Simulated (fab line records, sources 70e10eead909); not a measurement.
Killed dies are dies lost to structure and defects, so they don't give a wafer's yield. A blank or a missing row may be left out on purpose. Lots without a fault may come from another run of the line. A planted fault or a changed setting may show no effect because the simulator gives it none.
A struck lot beside a sound one | flow nand_harc | 16 steps out of a route of 1302
Sound: wafers L529.1, L529.3, L529.6. Struck: wafer L543.5. (L543.2 of the same lot was not struck and is left out.) The cause comes at the end.
At each step with rows: each side's tool, then ch and its chambers, then its first start. Under that, the readings that differ: sound wafers | struck wafers | difference of the means | sigmas: that difference in standard deviations of wafers without a fault.
alike: readings whose means differ by less than 2 such deviations, and words and numbers that are the same on both sides. not compared: withheld readings, readings that some wafer has no value for, bounds like >300 that may hide the same value, and numbers for which the record gives no deviation and whose values overlap.
The two part at a step that has a row with sigmas, a row that says differs or no value, or rows on one side only. Numbers that don't overlap but have no deviation are shown without sigmas and don't part them. A reading that every wafer of one side lacks parts them only if that side has two wafers or more.

NHARC_A_ONON_D2_THK_MEAS_05: measures by ellipsometry.
  sound on film_metro-02, day 13 11:43; struck on film_metro-02, day 19 00:12
  alike: thk_nm
then, 1 step without rows for these wafers: NHARC_A_ONON_D2_DEP_06 (target thk 1000 nm).
NHARC_A_ONON_D2_THK_MEAS_08: measures by ellipsometry.
  sound on film_metro-02, day 13 12:16; struck on film_metro-02, day 19 00:46
  alike: thk_nm
then, 1 step without rows for these wafers: NHARC_A_ONON_D2_DEP_09 (target thk 1000 nm).
NHARC_A_ONON_D2_THK_MEAS_11: measures by ellipsometry.
  sound on film_metro-02, day 13 12:50; struck on film_metro-01, day 19 01:20
  alike: thk_nm
then, 1 step without rows for these wafers: NHARC_A_ONON_D2_DEP_12 (target thk 1000 nm).
NHARC_A_ONON_D2_THK_MEAS_14: measures by ellipsometry.
  sound on film_metro-02, day 13 13:24; struck on film_metro-01, day 19 01:55
  reading     | sound          | struck | difference | sigmas
  thk_nm (nm) | 1012 1012 1012 | 992    | -20        | -3
then, 2 steps without rows for these wafers: NHARC_A_ONON_D2_ANNEAL_15 (time 3600 s); NHARC_A_ONON_D2_DEP_16 (target thk 1000 nm).
NHARC_A_ONON_D2_THK_MEAS_18: measures by ellipsometry.
  sound on film_metro-02, day 13 21:09; struck on film_metro-01, day 19 11:25
  alike: thk_nm
then, 1 step without rows for these wafers: NHARC_A_ONON_D2_DEP_19 (target thk 1000 nm).
NHARC_A_ONON_D2_THK_MEAS_21: measures by ellipsometry.
  sound on film_metro-01, day 13 21:43; struck on film_metro-02, day 19 11:59
  alike: thk_nm
NHARC_A_ONON_D2_DEP_22: target thk 1000 nm.
  sound on pecvd_onon-01 ch 0, day 13 21:46; struck on pecvd_onon-04 ch 0, day 19 12:05
  alike: susceptor_temp_C
NHARC_A_ONON_D2_THK_MEAS_24: measures by ellipsometry.
  sound on film_metro-02, day 13 22:17; struck on film_metro-02, day 19 12:32
  reading     | sound          | struck | difference | sigmas
  thk_nm (nm) | 1012 1014 1013 | 1200   | +187       | +20
then, 1 step without rows for these wafers: NHARC_A_ONON_D2_DEP_25 (target thk 1000 nm).
-- the record jumps here: 12 days lie between the struck wafers' starts before and after (it left off in module A_ONON_D2 and takes up again in module END, whose first step shown is number 1302 of the route) --
NHARC_END_SORT_01:
  the record has rows for the struck wafers here (prober-02 ch 0, day 31 00:49) and none for the sound ones

WHERE THEY PART
First at NHARC_A_ONON_D2_THK_MEAS_14; last, within this record, at NHARC_END_SORT_01.

WHY: what the simulator had put in
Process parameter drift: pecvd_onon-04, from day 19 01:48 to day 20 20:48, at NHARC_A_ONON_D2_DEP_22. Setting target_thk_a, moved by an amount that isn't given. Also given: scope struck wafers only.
